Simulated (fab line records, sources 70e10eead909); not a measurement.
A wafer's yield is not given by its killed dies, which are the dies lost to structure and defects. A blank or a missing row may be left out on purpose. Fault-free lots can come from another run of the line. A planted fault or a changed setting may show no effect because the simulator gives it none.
One fault seen from 3 desks :: flow nand_harc :: every desk sees just its own numbers, and what lay behind them comes last

== THE DEFECT DESK ==
Per lot, the means of the sampled wafers with a number show what the inspections along the route counted. Any lot whose mean is over 4 standard deviations away from the usual mean is out of limits and marked OUT; that distance is given in the brackets.
Columns: A = raw_defect_count at NHARC_P_STI_INSPECT_25, usual 234
lot: L700
first seen here: day 5 13:05
A: 166

lot: L701
first seen here: day 6 00:14
A: 267

lot: L702
first seen here: day 6 15:55
A: 269

lot: L703
first seen here: day 6 23:53
A: 222

lot: L705
first seen here: day 7 19:56
A: 254

lot: L707
first seen here: day 8 11:47
A: 176

lot: L712
first seen here: day 10 18:07
A: 221

lot: L713
first seen here: day 11 01:27
A: 297

lot: L714
first seen here: day 11 10:54
A: 265

lot: L715
first seen here: day 12 00:13
A: 173

lot: L716
first seen here: day 12 07:35
A: 236

lot: L717
first seen here: day 12 19:01
A: 193

lot: L718
first seen here: day 13 06:43
A: 151

lot: L719
first seen here: day 13 19:25
A: 301
This desk found nothing out of limits on any of the 14 lots.

== TOOL OWNER'S DESK, furnace-02 ==
The tool's own readings at NHARC_P_STI_OXIDE_33 (material SiO2, target thk 10 nm, ox time 281 s): means of the sampled wafers that have a number, for each lot that ran on this tool. Any lot whose mean is over 4 standard deviations away from the usual mean is out of limits and marked OUT; that distance is given in the brackets.
Columns: A = ox_temp_c at NHARC_P_STI_OXIDE_33, usual 1000.0 C
lot: L701
first seen here: day 5 02:43
A: 1000.4

lot: L714
first seen here: day 10 13:05
A: 1000.0
This desk found nothing out of limits on any of the 2 lots.

== FROM THE METROLOGY DESK ==
Lot by lot, what the gauges showed, no matter which tool ran the lot: averages of those sampled wafers that carry a number. Any lot whose mean is over 4 standard deviations away from the usual mean is out of limits and marked OUT; that distance is given in the brackets.
Columns: A = cd_nm at NHARC_P_ZERO_WELL_CD_MEAS_37, usual 720.3 nm; B = cd_nm at NHARC_P_STI_CD_MEAS_09, usual 200.7 nm
lot: L700
first seen here: day 3 16:06
A: 719.4
B: 202.2

lot: L701
first seen here: day 4 02:05
A: 721.4
B: 200.8

lot: L702
first seen here: day 4 12:05
A: 719.3
B: 200.6

lot: L703
first seen here: day 4 21:58
A: 722.1
B: 202.3

lot: L705
first seen here: day 5 18:20
A: 721.6
B: 198.5

lot: L707
first seen here: day 6 14:07
A: 722.7
B: 201.1

lot: L712
first seen here: day 8 18:27
A: 719.4
B: 200.5

lot: L713
first seen here: day 9 02:03
A: 721.0
B: 201.3

lot: L714
first seen here: day 9 12:00
A: 719.1
B: 200.4

lot: L715
first seen here: day 9 22:52
A: 719.4
B: 200.3

lot: L716
first seen here: day 10 08:22
A: 719.9
B: 200.3

lot: L717
first seen here: day 10 17:59
A: 720.2
B: 200.7

lot: L718
first seen here: day 11 04:13
A: 719.7
B: 202.7

lot: L719
first seen here: day 11 14:07
A: 719.9
B: 200.7
This desk found nothing out of limits on any of the 14 lots.

== ALL TOGETHER ==
No out-of-limits result turned up at the defect desk.
The desk of the tool owner found nothing out of limits.
Nothing out of limits was seen by the metrology desk.

== WHAT THE SIMULATOR HAD PUT IN ==
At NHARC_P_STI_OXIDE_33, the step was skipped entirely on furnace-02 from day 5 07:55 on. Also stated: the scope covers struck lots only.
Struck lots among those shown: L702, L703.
